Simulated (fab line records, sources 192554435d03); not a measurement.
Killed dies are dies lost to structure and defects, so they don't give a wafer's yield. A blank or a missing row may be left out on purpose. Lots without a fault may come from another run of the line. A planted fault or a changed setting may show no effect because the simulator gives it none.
fab line records | flow n5_finfet
record lots=5 wafers=15 last_day=15
route steps=1938 shown BEOL_M13@1676
lots that met no fault: from a run of the same line without faults
start_h: hours from the record's first day to the start of the lot's first wafer shown | wait_h: hours since the lot's step before | " the same as in the row above | L1.1+2: a row that stands for several wafers | - no value, or no start given | * or withheld: withheld | < > ~ a bound
route shown NAME@n: a module of which the file shows steps, and the number in the route of the first | usual: mean/standard deviation of fault-free wafers | same: alike in all rows | chamber/n: place in a boat | sites: the reading at each site | _std_site: their standard deviation | _edge_site: outer sites' mean less inner sites' | radius_mm: how far each site lies from the wafer's centre | mask NAME#n: copy n | behind: the tool/chamber that last shaped the wafer | hold: why the lot was held/for how many hours/how that ended | device: the transistor (n, p or np) that didn't switch | end of line: the same wafers' tests at the end of the route | a step without rows: its recipe alone | killed: dies lost to structure and defects at the first sort, not the wafer's yield | map: a wafer's dies, x killed, . not, _ none there
set.NAME: the setting as run; set.NAME@STEP: as run at that earlier step | model.NAME: the simulator's own value behind a step, which no gauge read
lots at some steps of the route; a table a step, a row a wafer
services: from which hour (start_h, from the record's first day; less than 0 if before it) a tool's chamber was out of use, for how many hours, and why
## steps
# step N5_BEOL_M13_STRIP_64
# recipe chemistry=N2/H2 power_w=1000 temp_c=250 h2_frac=0.65 overash_fraction=0.3 pressure_mtorr=withheld n2_flow_sccm=1750 h2_flow_sccm=3250
# usual drypump_motor_current_A=6.1/0.49 heater_power_w=351/25 n2_flow_sccm=1751/5.2 oes_product_au=0.715/0.0048 strip_time_to_endpoint_s=31.34/0.082
# columns lot.wafer tool chamber start_h wait_h drypump_motor_current_A heater_power_w n2_flow_sccm oes_product_au rf_hours_counter_h strip_time_to_endpoint_s
L074.1 plasma_asher-02 0 255.89 0.0 6.5 349 1746 0.708 80 31.38
L074.3 " 0 " " 6.5 349 1750 0.721 - 31.45
L074.6 " 1 " " 5.5 378 1754 0.722 - 31.42
L077.1 plasma_asher-02 1 271.24 0.0 5.5 371 1741 0.710 86 31.44
L077.3 " 1 " " 5.5 369 1746 0.712 - 31.40
L077.5 " 1 " " 5.5 380 1742 0.721 - 31.38
L082.1 plasma_asher-02 0 307.52 0.0 6.6 337 1753 0.719 95 31.31
L082.3 " 1 " " 5.5 377 1754 0.718 - 31.35
L082.4 " 0 " " 6.5 355 1755 0.720 - 31.30
L086.1 plasma_asher-02 0 316.09 0.0 6.6 356 1754 0.714 98 31.35
L086.4 " 1 " " 5.5 361 1738 0.708 - 31.29
L086.5 " 0 " " 6.5 350 1750 0.714 - 31.35
L092.1 plasma_asher-02 0 341.46 0.0 6.6 354 1747 0.714 104 31.47
L092.5 " 1 " " 5.5 371 1751 0.713 - 31.47
L092.6 " 0 " " 6.6 356 1750 0.707 - 31.47
# step N5_BEOL_M13_STRIP_71
# recipe chemistry=post_etch_residue_remover time_s=60 temp_c=25 remover_ph=withheld remover_water_wt_pct=withheld remover_fluoride_wt_pct=withheld
# columns lot.wafer tool chamber start_h wait_h
L074.1+3+6 wet_bench-02 3,2,1 255.98 0.1
L077.1+3+5 wet_bench-02 7,1,5 271.33 0.1
L082.1+3+4 wet_bench-02 6,7,1 307.60 0.1
L086.1+4+5 wet_bench-02 2,0,3 316.18 0.1
L092.1+5+6 wet_bench-06 4,3,1 341.54 0.1
# step N5_BEOL_M13_SRD_72
# recipe time_s=30 temp_c=23 rinse_liquid=diw dry=n2_spin spin_rpm=1500 dry_time_s=30
# columns lot.wafer tool chamber start_h wait_h
L074.1+3+6 wet_bench-02 3,2,1 256.00 0.0
L077.1+3+5 wet_bench-02 7,1,5 271.35 0.0
L082.1+3+4 wet_bench-02 6,7,1 307.62 0.0
L086.1+4+5 wet_bench-02 2,0,3 316.20 0.0
L092.1+5+6 wet_bench-06 4,3,1 341.56 0.0
# step N5_BEOL_M13_CD_MEAS_17
# recipe target_cd_nm=190 polarity=opening
# usual cd_nm=189.9/1.9
# columns lot.wafer tool chamber start_h wait_h cd_nm
L074.1 cd_sem-03 - 256.04 0.0 191.4
L074.3 " - " " 188.6
L074.6 " - " " 191.3
L077.1 cd_sem-01 - 271.39 0.0 186.8
L077.3 " - " " 189.6
L077.5 " - " " 186.8
L082.1 cd_sem-02 - 307.66 0.0 192.6
L082.3 " - " " 192.4
L082.4 " - " " 189.9
L086.1 cd_sem-03 - 316.24 0.0 192.3
L086.4 " - " " 189.5
L086.5 " - " " 193.6
L092.1 cd_sem-03 - 341.60 0.0 192.4
L092.5 " - " " 190.9
L092.6 " - " " 191.2
# step N5_BEOL_M13_COAT_65
# recipe resist=SOC temp_c=250 time_s=60 spin_rpm=1500 resist_thk_nm=350
# columns lot.wafer tool chamber start_h wait_h
L074.1+3+6 litho_track-03 0 256.07 0.0
L077.1+3+5 litho_track-05 0 271.42 0.0
L082.1+3+4 litho_track-01 0 307.70 0.0
L086.1+4+5 litho_track-01 0 316.27 0.0
L092.1+5+6 litho_track-05 0 341.64 0.0
# step N5_BEOL_M13_COAT_66
# recipe resist=SiARC temp_c=220 time_s=60 spin_rpm=1500 resist_thk_nm=110
# columns lot.wafer tool chamber start_h wait_h
L074.1+3+6 litho_track-03 0 - -
L077.1+3+5 litho_track-05 0 - -
L082.1+3+4 litho_track-01 0 - -
L086.1+4+5 litho_track-01 0 - -
L092.1+5+6 litho_track-05 0 - -
# step N5_BEOL_M13_COAT_22
# recipe spin_rpm=2888 resist_thk_nm=300
# columns lot.wafer tool chamber start_h wait_h
L074.1+3+6 litho_track-03 0 - -
L077.1+3+5 litho_track-05 0 - -
L082.1+3+4 litho_track-01 0 - -
L086.1+4+5 litho_track-01 0 - -
L092.1+5+6 litho_track-05 0 - -
# step N5_BEOL_M13_EBR_24
# recipe solvent=PGMEA ebr_width_mm=1.5
# same ebr_width_mm=1.5
# columns lot.wafer tool chamber start_h wait_h
L074.1+3+6 litho_track-03 0 - -
L077.1+3+5 litho_track-05 0 - -
L082.1+3+4 litho_track-01 0 - -
L086.1+4+5 litho_track-01 0 - -
L092.1+5+6 litho_track-05 0 - -
# step N5_BEOL_M13_SOFTBAKE_23
# recipe temp_c=130 time_s=60
# columns lot.wafer tool chamber start_h wait_h
L074.1+3+6 litho_track-03 0 - -
L077.1+3+5 litho_track-05 0 - -
L082.1+3+4 litho_track-01 0 - -
L086.1+4+5 litho_track-01 0 - -
L092.1+5+6 litho_track-05 0 - -
# step N5_BEOL_M13_EXPOSE_25
# recipe mask_id=M13 na=0.93 source_shape=conventional sigma_outer=0.4 polarization=unpolarized target_cd_nm=210 dose_mj=22
# same sigma_outer=0.4
# columns lot.wafer tool chamber start_h wait_h mask
L074.1+3+6 krf_scanner-01 0 256.19 - M13#0
L077.1+3+5 krf_scanner-01 0 271.67 - M13#0
L082.1+3+4 krf_scanner-01 0 307.82 - M13#0
L086.1+4+5 krf_scanner-02 0 316.52 - M13#0
L092.1+5+6 krf_scanner-02 0 341.78 - M13#0
# step N5_BEOL_M13_PEB_26
# recipe peb_temp_c=130 peb_time_s=90
# columns lot.wafer tool chamber start_h wait_h
L074.1+3+6 litho_track-03 0 256.25 0.1
L077.1+3+5 litho_track-05 0 271.72 0.1
L082.1+3+4 litho_track-01 0 307.87 0.1
L086.1+4+5 litho_track-03 0 316.58 0.1
L092.1+5+6 litho_track-05 0 341.84 0.1
# step N5_BEOL_M13_DEVELOP_27
# recipe develop_time_s=45 rinse_liquid=diw dry=air_spin dev_temp_c=21
# columns lot.wafer tool chamber start_h wait_h
L074.1+3+6 litho_track-03 0 - -
L077.1+3+5 litho_track-05 0 - -
L082.1+3+4 litho_track-01 0 - -
L086.1+4+5 litho_track-03 0 - -
L092.1+5+6 litho_track-05 0 - -
# step N5_BEOL_M13_HARDBAKE_32
# recipe temp_c=130 time_s=120
# columns lot.wafer tool chamber start_h wait_h
L074.1+3+6 litho_track-03 0 - -
L077.1+3+5 litho_track-05 0 - -
L082.1+3+4 litho_track-01 0 - -
L086.1+4+5 litho_track-03 0 - -
L092.1+5+6 litho_track-05 0 - -
# step N5_BEOL_M13_CD_MEAS_28
# recipe target_cd_nm=209.5 landing_energy_ev=500 detector=se_inlens
# usual cd_nm=208.9/1.3
# columns lot.wafer tool chamber start_h wait_h cd_nm
L074.1 cd_sem-01 0 256.36 - 206.9
L074.3 " 0 " " 207.0
L074.6 " 0 " " 208.5
L077.1 cd_sem-01 0 271.84 - 209.0
L077.3 " 0 " " 208.2
L077.5 " 0 " " 210.6
L082.1 cd_sem-03 0 307.99 - 209.2
L082.3 " 0 " " 209.5
L082.4 " 0 " " 207.2
L086.1 cd_sem-02 0 316.69 - 209.9
L086.4 " 0 " " 208.5
L086.5 " 0 " " 209.0
L092.1 cd_sem-03 0 341.96 - 209.8
L092.5 " 0 " " 209.4
L092.6 " 0 " " 209.2
# step N5_BEOL_M13_OVL_MEAS_29
# recipe points_per_wafer=44
# usual M13_OVL=-5/5.8
# columns lot.wafer tool chamber start_h wait_h M13_OVL[nm]
L074.1 overlay-02 0 256.40 0.0 -1
L074.3 " 0 " " 0
L074.6 " 0 " " 2
L077.1 overlay-01 0 271.87 0.0 -2
L077.3 " 0 " " -1
L077.5 " 0 " " -4
L082.1 overlay-02 0 308.02 0.0 8
L082.3 " 0 " " -13
L082.4 " 0 " " -13
L086.1 overlay-01 0 316.72 0.0 -9
L086.4 " 0 " " -10
L086.5 " 0 " " -12
L092.1 overlay-01 0 341.99 0.0 -11
L092.5 " 0 " " -9
L092.6 " 0 " " -13
# step N5_BEOL_M13_INSPECT_30
# recipe mode=adi inspect_instrument=macro
# usual raw_defect_count=2.1/1.5
# columns lot.wafer tool chamber start_h wait_h raw_defect_count
L074.1 defect_inspect-02 - 256.42 0.0 4
L074.3 " - " " 1
L074.6 " - " " 2
L077.1 defect_inspect-02 - 271.89 0.0 1
L077.3 " - " " 0
L077.5 " - " " 2
L082.1 defect_inspect-01 - 308.04 0.0 2
L082.3 " - " " 1
L082.4 " - " " 3
L086.1 defect_inspect-01 - 316.75 0.0 3
L086.4 " - " " 1
L086.5 " - " " 0
L092.1 defect_inspect-01 - 342.01 0.0 4
L092.5 " - " " 2
L092.6 " - " " 2
# step N5_BEOL_M13_DESCUM_33
# recipe chemistry=O2 time_s=7.9 source_power_w=50 bias_power_w=20 pressure_mtorr=20 rf_frequency_hz=2.712e+07 temp_c=40 o2_flow_sccm=225
# usual drypump_motor_current_A=5.4/0.45 oes_product_au=0.83/0.086 rf_vpp_V=243.7/1.3 showerhead_plenum_p_Torr=2.14/0.068 throttle_valve_pct=20.42/0.28
# columns lot.wafer tool chamber start_h wait_h drypump_motor_current_A oes_product_au rf_hours_counter_h rf_vpp_V showerhead_plenum_p_Torr throttle_valve_pct
L074.1 rie_diel-06 3 256.45 0.0 4.8 0.68 237 244.3 2.16 20.55
L074.3 " 1 " " 5.8 0.86 42 241.8 2.07 20.49
L074.6 " 1 " " 5.8 0.87 - 243.2 2.07 20.49
L077.1 rie_diel-06 3 271.97 0.1 4.8 0.67 242 242.4 2.15 20.57
L077.3 " 0 " " 4.8 0.72 226 241.5 1.98 20.69
L077.5 " 0 " " 4.8 0.72 - 242.1 1.98 20.68
L082.1 rie_diel-02 0 308.08 0.0 5.8 0.87 59 244.8 2.21 20.27
L082.3 " 3 " " 5.9 0.90 38 243.1 2.14 20.42
L082.4 " 2 " " 5.5 0.98 5 243.5 2.16 20.40
L086.1 rie_diel-04 3 317.06 0.3 5.9 0.71 248 243.6 2.17 21.19
L086.4 " 1 " " 5.4 0.73 198 243.4 2.09 20.53
L086.5 " 2 " " 5.2 0.81 - 243.1 2.13 20.22
L092.1 rie_diel-02 0 342.09 0.1 5.8 0.87 70 246.1 2.21 20.28
L092.5 " 1 " " 6.0 0.89 - 244.3 2.24 20.05
L092.6 " 2 " " 5.5 0.95 - 244.7 2.15 20.40
# step N5_BEOL_M13_ETCH_67
# recipe chemistry=CF4 target=SiARC target_depth_a=1430 time_s=238.3 ion_energy_ev=80 pressure_mtorr=40 source_w=545 bias_w=36 Ar_flow_sccm=100 cf4_flow_sccm=100 ends=cleared
# usual drypump_motor_current_A=5.4/0.45 etch_rf_on_time_s=235/6.1 mfc_ar_sccm=99.98/0.28 oes_product_au=0.71/0.075 rf_vpp_V=184.5/1.1 showerhead_plenum_p_Torr=2.18/0.068 throttle_valve_pct=15.54/0.26
# columns lot.wafer tool chamber start_h wait_h drypump_motor_current_A etch_rf_on_time_s mfc_ar_sccm oes_product_au rf_hours_counter_h rf_vpp_V showerhead_plenum_p_Torr throttle_valve_pct
L074.1 rie_diel-06 3 256.49 0.0 4.8 237 100.01 0.59 237 185.1 2.20 15.71
L074.3 " 1 " " 5.8 228 100.26 0.75 42 183.9 2.09 15.47
L074.6 " 1 " " 5.7 226 100.57 0.75 - 184.0 2.09 15.46
L077.1 rie_diel-06 3 272.01 0.0 4.8 238 100.12 0.58 242 183.7 2.19 15.72
L077.3 " 0 " " 4.8 238 99.73 0.62 226 181.9 2.04 15.91
L077.5 " 0 " " 4.8 237 100.19 0.62 - 183.1 2.04 15.90
L082.1 rie_diel-02 0 308.11 0.0 5.8 232 99.90 0.74 59 185.2 2.26 15.42
L082.3 " 3 " " 5.9 239 99.81 0.76 38 184.9 2.17 15.49
L082.4 " 2 " " 5.5 227 100.06 0.84 5 185.3 2.21 15.55
L086.1 rie_diel-04 3 317.09 0.0 5.9 248 99.88 0.59 248 184.6 2.20 16.20
L086.4 " 1 " " 5.4 242 99.83 0.61 198 183.7 2.12 15.62
L086.5 " 2 " " 5.2 233 100.30 0.69 - 184.7 2.16 15.30
L092.1 rie_diel-02 0 342.12 0.0 5.8 228 100.08 0.73 70 184.6 2.25 15.43
L092.5 " 1 " " 6.0 239 99.46 0.76 - 185.0 2.27 15.10
L092.6 " 2 " " 5.5 228 100.09 0.82 - 185.4 2.20 15.56
# step N5_BEOL_M13_ETCH_68
# recipe chemistry=N2/H2 target=SOC mask_material=SiARC source_w=3000 bias_w=350 temp_c=40 time_s=355 ion_energy_ev=200 pressure_mtorr=30 n2_flow_sccm=200 h2_flow_sccm=200
# usual drypump_motor_current_A=5.4/0.45 n2_flow_sccm=200.0/0.58 oes_product_au=0.83/0.085 rf_vpp_V=525.0/2.5 showerhead_plenum_p_Torr=2.58/0.085 throttle_valve_pct=17.7/0.31
# columns lot.wafer tool chamber start_h wait_h drypump_motor_current_A n2_flow_sccm oes_product_au rf_hours_counter_h rf_vpp_V showerhead_plenum_p_Torr throttle_valve_pct
L074.1 rie_diel-06 3 256.63 0.1 4.8 199.1 0.69 237 526.7 2.63 18.0
L074.3 " 1 " " 5.8 199.3 0.86 42 522.3 2.46 17.4
L074.6 " 1 " " 5.8 200.1 0.86 - 523.7 2.46 17.4
L077.1 rie_diel-06 3 272.15 0.1 4.8 199.5 0.68 242 525.9 2.62 18.0
L077.3 " 0 " " 4.8 200.3 0.71 226 518.8 2.41 18.0
L077.5 " 0 " " 4.8 200.0 0.72 - 518.2 2.41 18.0
L082.1 rie_diel-02 0 308.26 0.1 5.8 200.2 0.86 59 528.8 2.69 17.6
L082.3 " 3 " " 5.9 201.0 0.89 38 525.3 2.60 17.9
L082.4 " 2 " " 5.5 200.4 0.99 5 526.2 2.62 17.7
L086.1 rie_diel-04 3 317.24 0.1 5.9 200.2 0.71 249 525.8 2.59 18.2
L086.4 " 1 " " 5.4 200.1 0.73 198 522.6 2.54 18.0
L086.5 " 2 " " 5.2 199.3 0.81 - 526.4 2.58 17.6
L092.1 rie_diel-02 0 342.27 0.1 5.8 200.8 0.86 70 528.1 2.68 17.6
L092.5 " 1 " " 6.0 199.9 0.89 - 528.9 2.67 17.0
L092.6 " 2 " " 5.5 199.5 0.94 - 526.3 2.61 17.7
# step N5_BEOL_M13_STRIP_69
# recipe chemistry=N2/H2 temp_c=40 n2_flow_sccm=200 h2_flow_sccm=200 rf_frequency_hz=6e+07
# columns lot.wafer tool chamber start_h wait_h
L074.1+3+6 rie_diel-06 3,1,1 256.85 0.1
L077.1+3+5 rie_diel-06 3,0,0 272.36 0.1
L082.1+3+4 rie_diel-02 0,3,2 308.47 0.1
L086.1+4+5 rie_diel-04 3,1,2 317.45 0.1
L092.1+5+6 rie_diel-02 0,1,2 342.48 0.1
# step N5_BEOL_M13_TRENCH_ETCH_34
# recipe chemistry=C4F8/O2/Ar target=SiOC target_depth_a=4134.7 mask_material=SOC pressure_mtorr=30 source_w=3000 bias_w=700 Ar_flow_sccm=400 C4F8_flow_sccm=15 O2_flow_sccm=8 he_inner_torr=15 he_outer_torr=30 time_s=162.6 ion_energy_ev=250
# usual drypump_motor_current_A=5.5/0.45 mfc_ar_sccm=400.0/1.1 oes_product_au=0.83/0.084 rf_vpp_V=667/3.1 showerhead_plenum_p_Torr=3.47/0.11 throttle_valve_pct=24.13/0.26
# columns lot.wafer tool chamber start_h wait_h drypump_motor_current_A mfc_ar_sccm oes_product_au rf_hours_counter_h rf_vpp_V showerhead_plenum_p_Torr throttle_valve_pct
L074.1 rie_diel-06 3 256.86 0.0 4.8 400.0 0.68 237 669 3.49 24.19
L074.3 " 1 " " 5.8 399.2 0.86 42 662 3.34 24.11
L074.6 " 1 " " 5.8 400.0 0.87 - 663 3.34 24.11
L077.1 rie_diel-06 3 272.37 0.0 4.8 401.4 0.68 242 668 3.49 24.20
L077.3 " 0 " " 4.8 399.9 0.71 226 660 3.24 24.35
L077.5 " 0 " " 4.8 399.8 0.72 - 661 3.24 24.34
L082.1 rie_diel-02 0 308.48 0.0 5.8 400.7 0.86 60 671 3.57 23.89
L082.3 " 3 " " 5.9 400.6 0.90 38 668 3.47 24.18
L082.4 " 2 " " 5.5 399.5 0.98 5 667 3.53 24.30
L086.1 rie_diel-04 3 317.46 0.0 5.8 401.1 0.70 249 670 3.50 24.78
L086.4 " 1 " " 5.3 399.9 0.72 199 666 3.36 24.03
L086.5 " 2 " " 5.2 397.9 0.82 - 666 3.45 23.93
L092.1 rie_diel-02 0 342.49 0.0 5.9 399.8 0.85 70 671 3.56 23.92
L092.5 " 1 " " 6.0 400.2 0.89 - 671 3.63 23.79
L092.6 " 2 " " 5.5 400.2 0.92 - 668 3.53 24.31
# step N5_BEOL_M13_STRIP_70
# recipe chemistry=C4F8/O2/Ar resist=SiARC rf_frequency_hz=6e+07
# columns lot.wafer tool chamber start_h wait_h
L074.1+3+6 rie_diel-06 3,1,1 256.99 0.1
L077.1+3+5 rie_diel-06 3,0,0 272.51 0.1
L082.1+3+4 rie_diel-02 0,3,2 308.61 0.1
L086.1+4+5 rie_diel-04 3,1,2 317.59 0.1
L092.1+5+6 rie_diel-02 0,1,2 342.63 0.1
# step N5_BEOL_M13_OCD_MEAS_35
# usual trench_depth_nm=416/5.9
# columns lot.wafer tool chamber start_h wait_h trench_depth_nm
L074.1 ocd-02 - 257.03 0.0 404
L074.3 " - " " 419
L074.6 " - " " 424
L077.1 ocd-01 - 272.55 0.0 400
L077.3 " - " " 409
L077.5 " - " " 414
L082.1 ocd-01 - 308.65 0.0 427
L082.3 " - " " 418
L082.4 " - " " 423
L086.1 ocd-01 - 317.63 0.0 417
L086.4 " - " " 411
L086.5 " - " " 414
L092.1 ocd-01 - 342.67 0.0 421
L092.5 " - " " 408
L092.6 " - " " 414
# step N5_BEOL_M13_STRIP_37
# recipe chemistry=N2/H2 power_w=1000 temp_c=250 h2_frac=0.65 overash_fraction=0.3 pressure_mtorr=withheld n2_flow_sccm=1750 h2_flow_sccm=3250
# usual drypump_motor_current_A=6.1/0.47 heater_power_w=346/28 n2_flow_sccm=1749/5 oes_product_au=0.783/0.011
# columns lot.wafer tool chamber start_h wait_h drypump_motor_current_A heater_power_w n2_flow_sccm oes_product_au rf_hours_counter_h
L074.1 plasma_asher-01 1 257.07 0.0 6.3 289 1752 0.780 118
L074.3 " 0 " " 6.3 344 1746 0.772 -
L074.6 " 0 " " 6.3 338 1750 0.780 -
L077.1 plasma_asher-02 0 272.59 0.0 6.6 345 1750 0.790 86
L077.3 " 1 " " 5.5 371 1755 0.786 -
L077.5 " 0 " " 6.6 351 1745 0.767 -
L082.1 plasma_asher-01 1 308.69 0.0 6.3 294 1751 0.759 124
L082.3 " 1 " " 6.4 290 1754 0.778 -
L082.4 " 0 " " 6.3 335 1755 0.786 -
L086.1 plasma_asher-02 1 317.67 0.0 5.5 379 1754 0.788 98
L086.4 " 1 " " 5.5 376 1750 0.787 -
L086.5 " 1 " " 5.5 368 1755 0.806 -
L092.1 plasma_asher-02 1 342.71 0.0 5.5 366 1751 0.791 105
L092.5 " 1 " " 5.5 370 1757 0.770 -
L092.6 " 0 " " 6.5 350 1746 0.767 -
# step N5_BEOL_M13_ETCH_38
# recipe chemistry=CF4/N2 target=SiCN target_depth_a=675 taper_deg=2 time_s=71.9 ion_energy_ev=150 mask_material=SiO2 pressure_mtorr=40 source_w=430 bias_w=70 Ar_flow_sccm=100 cf4_flow_sccm=60 n2_flow_sccm=60
# usual drypump_motor_current_A=5.4/0.47 mfc_ar_sccm=100.0/0.31 n2_flow_sccm=60.00/0.19 oes_product_au=0.84/0.089 rf_vpp_V=383.3/1.9 showerhead_plenum_p_Torr=2.25/0.074 throttle_valve_pct=15.35/0.24
# columns lot.wafer tool chamber start_h wait_h drypump_motor_current_A mfc_ar_sccm n2_flow_sccm oes_product_au rf_hours_counter_h rf_vpp_V showerhead_plenum_p_Torr throttle_valve_pct
L074.1 rie_diel-02 3 259.09 - 5.9 100.4 59.98 0.92 20 384.4 2.25 15.29
L074.3 " 2 " " 5.5 99.9 59.61 0.69 241 383.3 2.28 15.84
L074.6 " 0 " " 5.8 100.1 59.88 0.89 - 385.8 2.33 15.19
L077.1 rie_diel-04 3 273.73 - 5.9 100.0 60.09 0.70 235 384.3 2.26 15.98
L077.3 " 2 " " 5.2 100.0 60.34 0.85 65 382.8 2.23 15.14
L077.5 " 1 " " 5.3 100.7 60.10 0.72 - 381.8 2.19 15.44
L082.1 rie_diel-02 3 313.59 - 5.9 99.9 60.24 0.89 39 380.9 2.24 15.32
L082.3 " 0 " " 5.8 99.9 59.76 0.86 61 386.1 2.32 15.22
L082.4 " 2 " " 5.5 100.2 60.24 0.99 7 383.2 2.27 15.38
L086.1 rie_diel-02 0 317.82 - 5.8 100.4 59.92 0.87 62 383.4 2.32 15.21
L086.4 " 2 " " 5.5 100.1 59.88 0.98 8 382.9 2.27 15.36
L086.5 " 2 " " 5.5 99.9 59.72 0.98 - 384.5 2.27 15.36
L092.1 rie_diel-02 3 342.80 - 5.9 99.8 59.98 0.87 49 382.3 2.24 15.35
L092.5 " 1 " " 6.0 99.6 59.92 0.87 - 385.0 2.33 14.92
L092.6 " 2 " " 5.5 99.6 60.14 0.95 - 384.8 2.27 15.38
# step N5_BEOL_M13_PRECLEAN_39
# recipe chemistry=residue_remover time_s=60 temp_c=40
# columns lot.wafer tool chamber start_h wait_h
L074.1+3+6 wet_bench-03 2,1,6 259.21 0.1
L077.1+3+5 wet_bench-02 0,3,1 273.86 0.1
L082.1+3+4 wet_bench-02 1,7,0 313.72 0.1
L086.1+4+5 wet_bench-02 1,2,7 317.95 0.1
L092.1+5+6 wet_bench-02 1,3,5 342.93 0.1
# step N5_BEOL_M13_SRD_40
# recipe time_s=30 temp_c=23 rinse_liquid=diw dry=n2_spin spin_rpm=1500 dry_time_s=30
# columns lot.wafer tool chamber start_h wait_h
L074.1+3+6 wet_bench-03 2,1,6 259.23 0.0
L077.1+3+5 wet_bench-02 0,3,1 273.88 0.0
L082.1+3+4 wet_bench-02 1,7,0 313.74 0.0
L086.1+4+5 wet_bench-02 1,2,7 317.97 0.0
L092.1+5+6 wet_bench-02 1,3,5 342.95 0.0
# step N5_BEOL_M13_DEGAS_41
# recipe ambient=vacuum temp_c=250 time_s=60
# usual heater_power_w=342/34
# columns lot.wafer tool chamber start_h wait_h heater_power_w
L074.1 pvd_sputter-02 - 259.47 0.2 313
L074.3 " - " " 310
L074.6 " - " " 307
L077.1 pvd_sputter-01 - 274.62 0.7 391
L077.3 " - " " 360
L077.5 " - " " 344
L082.1 pvd_sputter-03 - 313.85 0.1 357
L082.3 " - " " 324
L082.4 " - " " 353
L086.1 pvd_sputter-02 - 318.34 0.4 407
L086.4 " - " " 335
L086.5 " - " " 319
L092.1 pvd_sputter-02 - 343.04 0.1 318
L092.5 " - " " 311
L092.6 " - " " 326
# step N5_BEOL_M13_PRE_CLEAN_42
# recipe gas=H2/He time_s=30 temp_c=250
# usual heater_power_w=343/34
# columns lot.wafer tool chamber start_h wait_h heater_power_w
L074.1 pvd_sputter-02 - 259.51 0.0 316
L074.3 " - " " 316
L074.6 " - " " 309
L077.1 pvd_sputter-01 - 274.66 0.0 391
L077.3 " - " " 356
L077.5 " - " " 357
L082.1 pvd_sputter-03 - 313.89 0.0 373
L082.3 " - " " 329
L082.4 " - " " 368
L086.1 pvd_sputter-02 - 318.38 0.0 403
L086.4 " - " " 329
L086.5 " - " " 317
L092.1 pvd_sputter-02 - 343.09 0.0 308
L092.5 " - " " 316
L092.6 " - " " 322
# step N5_BEOL_M13_SPUTTER_43
# recipe material=TaN target_thk_a=150 temp_c=50 bias_v=168.6 power_w=15000 chamber_pressure_pa=0.12 time_s=24.19
# usual cathode_dc_power_W=15000/2.8 chamber_pressure_pa=0.12002/0.00025 throttle_valve_pct=29.8/1.1
# columns lot.wafer tool chamber start_h wait_h cathode_dc_power_W chamber_pressure_pa throttle_valve_pct
L074.1 pvd_sputter-02 - 259.55 0.0 14999 0.11983 31.6
L074.3 " - " " 15002 0.11998 28.4
L074.6 " - " " 15003 0.11951 31.6
L077.1 pvd_sputter-01 - 274.70 0.0 14999 0.12022 27.6
L077.3 " - " " 15002 0.1199 28.8
L077.5 " - " " 15002 0.11957 29.1
L082.1 pvd_sputter-03 - 313.93 0.0 14999 0.1203 29.3
L082.3 " - " " 14999 0.12004 30.3
L082.4 " - " " 15003 0.12048 29.0
L086.1 pvd_sputter-02 - 318.42 0.0 14998 0.11999 30.2
L086.4 " - " " 14996 0.12012 29.6
L086.5 " - " " 15000 0.12012 28.4
L092.1 pvd_sputter-02 - 343.13 0.0 15001 0.11987 28.2
L092.5 " - " " 14999 0.12027 31.2
L092.6 " - " " 14996 0.11996 29.4
# step N5_BEOL_M13_SPUTTER_44
# recipe material=Ta target_thk_a=100 temp_c=50 bias_v=80 power_w=15000 chamber_pressure_pa=0.07 time_s=16.13
# usual cathode_dc_power_W=15000/2.8 chamber_pressure_pa=0.06998/0.00013 throttle_valve_pct=29.8/1.1
# columns lot.wafer tool chamber start_h wait_h cathode_dc_power_W chamber_pressure_pa throttle_valve_pct
L074.1 pvd_sputter-02 - 259.63 0.0 15004 0.07013 31.4
L074.3 " - " " 15008 0.07001 28.3
L074.6 " - " " 15002 0.07 31.4
L077.1 pvd_sputter-01 - 274.78 0.0 15003 0.06988 27.7
L077.3 " - " " 15001 0.07008 28.9
L077.5 " - " " 15008 0.06993 29.0
L082.1 pvd_sputter-03 - 314.01 0.0 15001 0.06983 29.5
L082.3 " - " " 14999 0.06997 30.2
L082.4 " - " " 15001 0.06993 29.2
L086.1 pvd_sputter-02 - 318.50 0.0 15001 0.06996 30.1
L086.4 " - " " 14999 0.06991 29.6
L086.5 " - " " 15002 0.07002 28.4
L092.1 pvd_sputter-02 - 343.22 0.0 15001 0.07021 28.7
L092.5 " - " " 14997 0.07007 31.6
L092.6 " - " " 15000 0.07002 29.2
# step N5_BEOL_M13_SPUTTER_45
# recipe material=Cu target_thk_a=800 temp_c=-20 bias_v=60 power_w=26000 chamber_pressure_pa=0.13 time_s=13.33
# usual cathode_dc_power_W=26000/5.1 chamber_pressure_pa=0.13/0.00028 throttle_valve_pct=29.8/1.1
# columns lot.wafer tool chamber start_h wait_h cathode_dc_power_W chamber_pressure_pa throttle_valve_pct
L074.1 pvd_sputter-02 - 259.71 0.0 25998 0.13021 31.2
L074.3 " - " " 25999 0.12983 28.5
L074.6 " - " " 26002 0.13016 31.2
L077.1 pvd_sputter-01 - 274.86 0.0 26000 0.13015 27.6
L077.3 " - " " 26004 0.13008 29.0
L077.5 " - " " 25993 0.12994 29.2
L082.1 pvd_sputter-03 - 314.09 0.0 25997 0.13021 29.4
L082.3 " - " " 25999 0.12959 30.4
L082.4 " - " " 26003 0.12975 28.9
L086.1 pvd_sputter-02 - 318.58 0.0 25994 0.12997 29.9
L086.4 " - " " 25995 0.12999 29.6
L086.5 " - " " 25992 0.12966 28.2
L092.1 pvd_sputter-02 - 343.30 0.0 25999 0.12985 28.3
L092.5 " - " " 25999 0.12969 31.3
L092.6 " - " " 26008 0.13025 29.5
## services
# columns tool chamber start_h hours kind
plasma_asher-02 - 239.56 0.8 repair
rie_diel-04 0 239.88 1.8 repair
krf_scanner-02 - 245.94 0.8 pm
rie_diel-02 1 252.83 7.7 repair
krf_scanner-01 - 253.92 0.8 pm
plasma_asher-01 - 262.40 6.9 repair
krf_scanner-01 - 266.08 4.4 pm
wet_bench-06 - 268.70 1.6 repair
plasma_asher-01 - 269.31 14.6 pm
krf_scanner-02 - 280.22 5.8 repair
rie_diel-02 2 284.20 - clean
rie_diel-02 2 284.20 - consumable_replace:focus_ring
rie_diel-02 2 284.20 12.1 scheduled_down
rie_diel-02 2 284.20 12.1 vent_cycle
krf_scanner-01 - 284.82 10.3 repair
rie_diel-06 2 287.31 3.1 repair
wet_bench-06 - 293.09 2.2 repair
rie_diel-06 3 298.34 - clean
rie_diel-06 3 298.34 - consumable_replace:focus_ring
krf_scanner-01 - 300.54 3.4 repair
krf_scanner-01 - 309.00 1.3 pm
plasma_asher-01 - 314.96 2.8 repair
plasma_asher-01 - 334.05 9.8 repair
rie_diel-06 3 340.10 5.4 repair
## key
fault none
